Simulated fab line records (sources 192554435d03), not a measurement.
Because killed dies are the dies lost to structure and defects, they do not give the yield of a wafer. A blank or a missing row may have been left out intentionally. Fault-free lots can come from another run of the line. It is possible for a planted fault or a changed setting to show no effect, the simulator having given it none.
Which tool is to blame?	flow n5Finfet	10 lots, 27 wafers sampled, at 6 steps of a route of 1938

== WHAT EACH GAUGE READ, for each wafer ==
N5_BEOL_M0_SAQP_CD_MEAS_40 targets a cd of 30 nm. Usual: cdNm at 29.89 nm, with a standard deviation of 0.25.
lot	measured	on	cdNm (nm)	flag
L913	day 6 14:41	cdSem-02	30.40 29.81 29.61	
L914	day 6 17:25	cdSem-03	30.12 29.77 29.72	
L916	day 7 03:53	cdSem-01	29.72 29.44 29.53	
L917	day 7 10:02	cdSem-02	30.05 30.07	
L919	day 7 18:17	cdSem-02	30.41 29.43 29.59	
L920	day 8 00:56	cdSem-02	29.78 29.71 29.64	
L921	day 8 10:26	cdSem-02	29.86 29.80	
L928	day 10 06:10	cdSem-03	30.10 30.36 29.90	
L930	day 10 14:49	cdSem-02	29.79 29.97 29.45	
L932	day 11 03:19	cdSem-02	30.02 30.01	

N5_BEOL_M0_SAQP_OVL_MEAS_41. Usual: for M0_CUT1_OVL the level is -0.2 nm and the standard deviation is 0.73.
lot	measured	on	M0_CUT1_OVL (nm)	flag
L913	day 6 14:43	overlay-02	0.1 0.4 0.5	
L914	day 6 17:28	overlay-01	-0.9 -0.7 -0.4	
L916	day 7 03:55	overlay-01	-0.9 -0.7 -0.8	
L917	day 7 10:04	overlay-02	0.4 -1.8	
L919	day 7 18:20	overlay-01	0.4 0.5 -0.6	
L920	day 8 00:58	overlay-01	0.0 -0.2 0.3	
L921	day 8 10:29	overlay-01	-0.7 0.3	
L928	day 10 06:12	overlay-01	7.7 7.2 7.5	OFF
L930	day 10 14:51	overlay-02	7.6 8.4 8.3	OFF
L932	day 11 03:21	overlay-02	0.7 1.0	

N5_BEOL_M4_RC_MEAS_101. Usual: DIBL_N 36.3 mV/V, standard deviation 1.6; DIBL_P 36.2 mV/V, standard deviation 2; IOFF_N 0.160 nA/um, standard deviation 0.028; IOFF_P 0.21 nA/um, standard deviation 0.036; ION_N 677 uA/um, standard deviation 11; ION_P 465 uA/um, standard deviation 6.9; SS_N 71.5 mV/dec, standard deviation 0.55; SS_P 73.3 mV/dec, standard deviation 0.64; VT_N 250 mV, standard deviation 3; VT_P -250 mV, standard deviation 3.5.
lot	measured	on	DIBL_N (mV/V)	DIBL_P (mV/V)	IOFF_N (nA/um)	IOFF_P (nA/um)	ION_N (uA/um)	ION_P (uA/um)	SS_N (mV/dec)	SS_P (mV/dec)	VT_N (mV)	VT_P (mV)	flag
L913	day 9 01:31	prober-01	37.0 38.2 39.1	35.5 37.4 37.2	0.146 0.175 0.185	0.23 0.26 0.27	678 678 683	464 474 467	71.7 71.3 72.3	72.9 73.4 73.3	249 247 247	-247 -245 -243	
L914	day 9 08:10	prober-01	33.3 34.5 34.5	33.7 34.8 33.9	0.114 0.136 0.139	0.15 0.17 0.16	660 679 669	456 470 457	70.6 70.5 71.2	72.6 72.8 73.1	256 255 252	-255 -252 -254	
L916	day 9 12:29	prober-01	37.1 37.2 36.6	36.7 35.5 35.7	0.159 0.166 0.150	0.21 0.20 0.19	679 671 683	467 459 461	72.0 72.2 71.2	73.0 72.8 72.2	250 247 249	-252 -250 -250	
L917	day 9 17:41	prober-01	37.7 35.0	40.4 36.8	0.219 0.160	0.27 0.20	702 675	478 459	71.6 71.2	74.7 72.7	243 250	-248 -252	
L919	day 10 15:08	prober-01	37.8 38.0 37.6	38.9 39.1 38.2	0.187 0.190 0.177	0.29 0.29 0.27	684 688 673	478 479 469	71.4 72.1 71.1	73.6 73.4 73.6	246 248 248	-243 -243 -244	
L920	day 10 22:34	prober-01	35.6 36.8 35.2	36.5 39.4 38.0	0.143 0.181 0.152	0.18 0.22 0.20	679 694 671	462 470 458	71.3 72.5 72.0	73.0 73.3 72.7	252 249 250	-257 -252 -255	
L921	day 10 19:26	prober-01	38.4 36.8	39.4 37.8	0.207 0.172	0.26 0.22	691 670	466 456	71.6 71.4	74.6 74.6	246 249	-249 -252	
L928	day 12 16:37	prober-01	37.2 36.1 34.9	37.2 36.7 35.5	0.156 0.142 0.133	0.20 0.19 0.18	675 666 673	459 457 463	71.4 71.4 71.2	73.1 73.5 72.8	252 254 252	-251 -251 -251	
L930	day 13 12:14	prober-01	33.4 37.0 32.2	31.5 35.3 30.3	0.118 0.179 0.107	0.16 0.21 0.15	669 684 668	455 465 461	71.0 71.2 69.9	72.4 73.6 72.7	252 247 255	-255 -249 -254	
L932	day 13 18:03	prober-01	36.7 35.5	35.4 34.4	0.172 0.151	0.21 0.20	682 684	463 465	71.5 71.0	73.3 73.7	247 246	-250 -248	

== EACH LOT AND THE TOOL THAT RAN IT (in order: tool; ch and the chambers of the sampled wafers; start) ==
lot	N5_BEOL_M0_SAQP_EXPOSE_37	N5_BEOL_M0_SAQP_ETCH_73	N5_BEOL_M0_SAQP_CUT_ETCH_46
L913	euvScanner-01 ch 0, day 6 14:34	rieDiel-01 ch 0,2, day 6 14:55	rieDiel-01 ch 0,2, day 6 14:57
L914	euvScanner-01 ch 0, day 6 17:17	rieDiel-01 ch 0,2, day 6 17:40	rieDiel-01 ch 0,2, day 6 17:42
L916	euvScanner-02 ch 0, day 7 03:45	rieDiel-05 ch 1,2, day 7 04:04	rieDiel-05 ch 1,2, day 7 04:05
L917	euvScanner-02 ch 0, day 7 09:55	rieDiel-01 ch 0,1, day 7 10:12	rieDiel-01 ch 0,1, day 7 10:14
L919	euvScanner-01 ch 0, day 7 18:11	rieDiel-01 ch 0,1, day 7 18:28	rieDiel-01 ch 0,1, day 7 18:30
L920	euvScanner-01 ch 0, day 8 00:49	rieDiel-01 ch 0,2, day 8 01:08	rieDiel-01 ch 0,2, day 8 01:11
L921	euvScanner-01 ch 0, day 8 10:19	rieDiel-05 ch 2,3, day 8 10:37	rieDiel-05 ch 2,3, day 8 10:39
L928	euvScanner-01 ch 0, day 10 06:02	rieDiel-04 ch 0,1,2, day 10 06:25	rieDiel-04 ch 0,1,2, day 10 06:26
L930	euvScanner-01 ch 0, day 10 14:41	rieDiel-05 ch 1,2, day 10 14:59	rieDiel-05 ch 1,2, day 10 15:01
L932	euvScanner-02 ch 0, day 11 03:11	rieDiel-01 ch 0,2, day 11 03:29	rieDiel-01 ch 0,2, day 11 03:31
- N5_BEOL_M0_SAQP_EXPOSE_37: exposes mask M0 CUT1, target cd 30 nm.
- N5_BEOL_M0_SAQP_ETCH_73: etches SiARC in CF4, target depth 19.5 nm, time 32.5 s.
- N5_BEOL_M0_SAQP_CUT_ETCH_46: etches SOC in N2/H2, target depth 135 nm, overetch 27 nm, time 202.5 s.

== WHAT THE TOOLS THEMSELVES READ (means of the sampled wafers that have a number; where no wafer has one, the mark that the record gives instead) ==
N5_BEOL_M0_SAQP_ETCH_73. Usual: drypumpMotorCurrentA 5.8 A, standard deviation 0.53; etchRfOnTimeS 32.4 s, standard deviation 0.92; oesProductAu 0.69 a.u., standard deviation 0.063; rfVppV 184.2 V, standard deviation 1.1; showerheadPlenumPTorr 2.16 Torr, standard deviation 0.065; throttleValvePct 15.58 %, standard deviation 0.24.
lot	tool	drypumpMotorCurrentA (A)	etchRfOnTimeS (s)	oesProductAu (a.u.)	rfVppV (V)	showerheadPlenumPTorr (Torr)	throttleValvePct (%)	flag
L913	rieDiel-01	6.2	32.6	0.77	184.6	2.20	15.42	
L914	rieDiel-01	6.3	32.9	0.77	184.0	2.20	15.40	
L916	rieDiel-05	5.6	33.5	0.64	183.4	2.08	15.67	
L917	rieDiel-01	6.1	32.0	0.74	184.2	2.21	15.27	
L919	rieDiel-01	5.9	31.7	0.75	185.3	2.20	15.24	
L920	rieDiel-01	5.8	32.3	0.78	184.1	2.15	15.42	
L921	rieDiel-05	5.8	32.2	0.66	184.4	2.16	15.73	
L928	rieDiel-04	6.2	32.6	0.62	184.8	2.14	15.80	
L930	rieDiel-05	5.6	33.4	0.62	183.6	2.07	15.72	
L932	rieDiel-01	6.0	33.0	0.73	184.4	2.17	15.46	

N5_BEOL_M0_SAQP_CUT_ETCH_46. Usual: drypumpMotorCurrentA 5.8 A, standard deviation 0.53; rfVppV 524.5 V, standard deviation 2.4; showerheadPlenumPTorr 2.57 Torr, standard deviation 0.086; throttleValvePct 17.84 %, standard deviation 0.23.
lot	tool	drypumpMotorCurrentA (A)	rfVppV (V)	showerheadPlenumPTorr (Torr)	throttleValvePct (%)	flag
L913	rieDiel-01	6.3	526.8	2.64	17.72	
L914	rieDiel-01	6.3	526.9	2.64	17.73	
L916	rieDiel-05	5.6	521.0	2.47	17.96	
L917	rieDiel-01	6.1	526.0	2.65	17.62	
L919	rieDiel-01	5.9	526.3	2.63	17.54	
L920	rieDiel-01	5.8	523.6	2.56	17.71	
L921	rieDiel-05	5.8	523.8	2.54	17.94	
L928	rieDiel-04	6.2	523.7	2.54	18.09	
L930	rieDiel-05	5.6	521.2	2.46	18.01	
L932	rieDiel-01	6.0	525.7	2.59	17.76	

== THE ANSWER, worked out from the rows above alone ==
Rule: a lot counts as off when the mean over its wafers that have a number is more than 3 standard deviations away from the usual mean. A lot without any number at a reading at which 4 lots or more have one is off too. Where the step has rows for the other lots, those lots are counted as sound. After the gauges, taken in route order, come the tools' own readings; for these a lot's mean is taken, as printed above. The first step at which some lot is off is used, and at that step the reading that is off furthest; a lot without a number counts as furthest.
Off: L928, L930, seen at N5_BEOL_M0_SAQP_OVL_MEAS_41 (M0_CUT1_OVL).
A tool fits if, at a process step before that reading, it ran every lot that is off, and no sound lot after the first of them. Those tools and the gauges at N5_BEOL_M0_SAQP_OVL_MEAS_41 are tried in the same way. One candidate fits, namely euvScanner-01 at N5_BEOL_M0_SAQP_EXPOSE_37. Its last sound lot is L921 (day 8 10:19), its first lot that is off L928 (day 10 06:02): a fault that began between those two fits.

== WHAT THE SIMULATOR PUT IN ==
Scanner matching overlay: euvScanner-01, from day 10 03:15 on, at N5_BEOL_M0_SAQP_EXPOSE_37. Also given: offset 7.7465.
Shown lots that were struck: L928, L930. The same result came from the rule above.
